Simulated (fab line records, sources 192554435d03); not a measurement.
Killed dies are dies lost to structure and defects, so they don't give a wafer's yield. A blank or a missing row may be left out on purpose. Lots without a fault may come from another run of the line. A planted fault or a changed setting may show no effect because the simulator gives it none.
Chamber matching | flow n5_finfet | N5_BEOL_M4_STRIP_36 on rie_diel-02: 4 sister chambers
The step strips in N2/H2. 18 wafers are shown with their chamber, then 9 later ones without.

WAFERS WITH THEIR CHAMBER
wafer  | chamber | showerhead_plenum_p_Torr (Torr) | throttle_valve_pct (%) | drypump_motor_current_A (A)
L074.1 | 2       | 2.67                            | 24.00                  | 5.7
L074.3 | 0       | 2.42                            | 23.49                  | 5.6
L074.5 | 3       | 2.43                            | 23.84                  | 5.6
L075.2 | 3       | 2.43                            | 23.85                  | 5.6
L075.4 | 0       | 2.42                            | 23.49                  | 5.6
L075.5 | 0       | 2.42                            | 23.51                  | 5.6
L077.1 | 0       | 2.41                            | 23.51                  | 5.6
L077.4 | 3       | 2.43                            | 23.83                  | 5.6
L077.6 | 1       | 2.63                            | 23.62                  | 5.8
L076.4 | 2       | 2.67                            | 24.01                  | 5.7
L076.5 | 0       | 2.41                            | 23.51                  | 5.6
L076.6 | 1       | 2.63                            | 23.59                  | 5.7
L083.2 | 3       | 2.42                            | 23.87                  | 5.6
L083.3 | 1       | 2.62                            | 23.63                  | 5.8
L083.4 | 0       | 2.40                            | 23.57                  | 5.6
L087.2 | 1       | 2.62                            | 23.64                  | 5.7
L087.4 | 3       | 2.41                            | 23.89                  | 5.6
L087.6 | 2       | 2.65                            | 24.03                  | 5.6

SIGNATURES (means of the wafers above)
reading                  | chamber 0 | chamber 1 | chamber 2 | chamber 3 | scatter within a chamber
showerhead_plenum_p_Torr | 2.4133    | 2.6250    | 2.6633    | 2.4240    | 0.00854
throttle_valve_pct       | 23.5133   | 23.6200   | 24.0133   | 23.8560   | 0.0247
drypump_motor_current_A  | 5.600     | 5.750     | 5.667     | 5.600     | 0.0345
Rule: a wafer's distance from a chamber is the root of the sum, over the readings, of the square of ((its reading less the chamber's mean) divided by the reading's scatter). The wafer belongs to the nearest chamber; if the next one is less than 2 further off, it can't be placed. The scatter: the root of (the sum of the squares of (reading less its chamber's mean) over the shown wafers, divided by (wafers less chambers)).

WAFERS WITHOUT THEIR CHAMBER
wafer  | showerhead_plenum_p_Torr (Torr) | throttle_valve_pct (%) | drypump_motor_current_A (A)
L090.3 | 2.40                            | 23.57                  | 5.6
L090.5 | 2.61                            | 23.64                  | 5.8
L090.6 | 2.65                            | 24.05                  | 5.7
L097.3 | 2.61                            | 23.67                  | 5.8
L097.4 | 2.41                            | 23.89                  | 5.6
L097.5 | 2.61                            | 23.66                  | 5.8
L095.4 | 2.40                            | 23.53                  | 5.6
L095.5 | 2.65                            | 24.05                  | 5.7
L095.6 | 2.61                            | 23.69                  | 5.7

WHICH CHAMBER EACH WENT THROUGH
wafer  | from the rows above | in truth
L090.3 | 0                   | 0
L090.5 | 1                   | 1
L090.6 | 2                   | 2
L097.3 | 1                   | 1
L097.4 | 3                   | 3
L097.5 | 1                   | 1
L095.4 | 0                   | 0
L095.5 | 2                   | 2
L095.6 | 1                   | 1
Placed correctly: 9 of 9. Can't be placed from these rows: 0. Placed wrongly: 0.
